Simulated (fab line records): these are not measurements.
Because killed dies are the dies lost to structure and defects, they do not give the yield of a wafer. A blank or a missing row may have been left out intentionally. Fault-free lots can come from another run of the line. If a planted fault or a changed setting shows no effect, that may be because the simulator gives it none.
Chamber matching -- flow n5_finfet -- 4 sister chambers for N5_BEOL_M10_ETCH_66 on rie_diel-04
The step etches SOC in N2/H2, target depth 120 nm, overetch 24 nm, time 180 s. 14 wafers are shown with their chamber, then 7 later ones without.

WAFERS WITH THEIR CHAMBER
wafer,chamber,showerhead_plenum_p_Torr (Torr),drypump_motor_current_A (A),rf_vpp_V (V)
L783.2,3,2.60,5.3,525.8
L783.4,1,2.61,5.4,524.6
L783.6,0,2.50,6.0,522.8
L784.1,3,2.60,5.3,525.6
L784.4,0,2.50,6.0,523.4
L784.6,3,2.60,5.4,525.7
L785.1,0,2.50,6.0,524.0
L785.2,3,2.60,5.4,526.2
L785.5,0,2.50,6.0,522.0
L786.1,2,2.50,6.2,523.7
L786.3,3,2.60,5.4,526.7
L786.4,3,2.60,5.3,525.5
L790.3,0,2.49,6.0,523.2
L790.5,1,2.61,5.4,525.6

SIGNATURES (averages over the wafers above)
reading,chamber 0,chamber 1,chamber 2,chamber 3,scatter within a chamber
showerhead_plenum_p_Torr,2.4980,2.6100,2.5000,2.6000,0.00283
drypump_motor_current_A,6.000,5.400,6.200,5.350,0.0387
rf_vpp_V,523.080,525.100,523.700,525.917,0.611
Rule: for each reading, subtract the chamber's mean from the wafer's reading, divide by that reading's scatter and square the result; add these up over the readings and take the root, which gives the wafer's distance from the chamber. If the next closest chamber is less than 2 further off than the closest, the wafer can't be placed; otherwise it belongs to the closest. The scatter: take each reading less its chamber's mean, square it, sum over the shown wafers, divide by the number of wafers less the number of chambers, and take the root.

WAFERS WHOSE CHAMBER IS MISSING
wafer,showerhead_plenum_p_Torr (Torr),drypump_motor_current_A (A),rf_vpp_V (V)
L790.6,2.49,6.0,522.5
L802.1,2.49,6.3,523.5
L802.2,2.59,5.3,524.9
L802.6,2.48,6.0,521.4
L803.1,2.58,5.3,525.2
L803.4,2.59,5.3,523.8
L803.6,2.48,6.0,522.9

WHICH CHAMBER EACH WENT THROUGH
wafer,from the rows above,in truth
L790.6,0,0
L802.1,2,2
L802.2,3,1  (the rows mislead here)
L802.6,0,0
L803.1,3,3
L803.4,3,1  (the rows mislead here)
L803.6,0,0
Correctly placed: 5 of 7. Number that these rows cannot place: 0. Placed wrongly: 2.
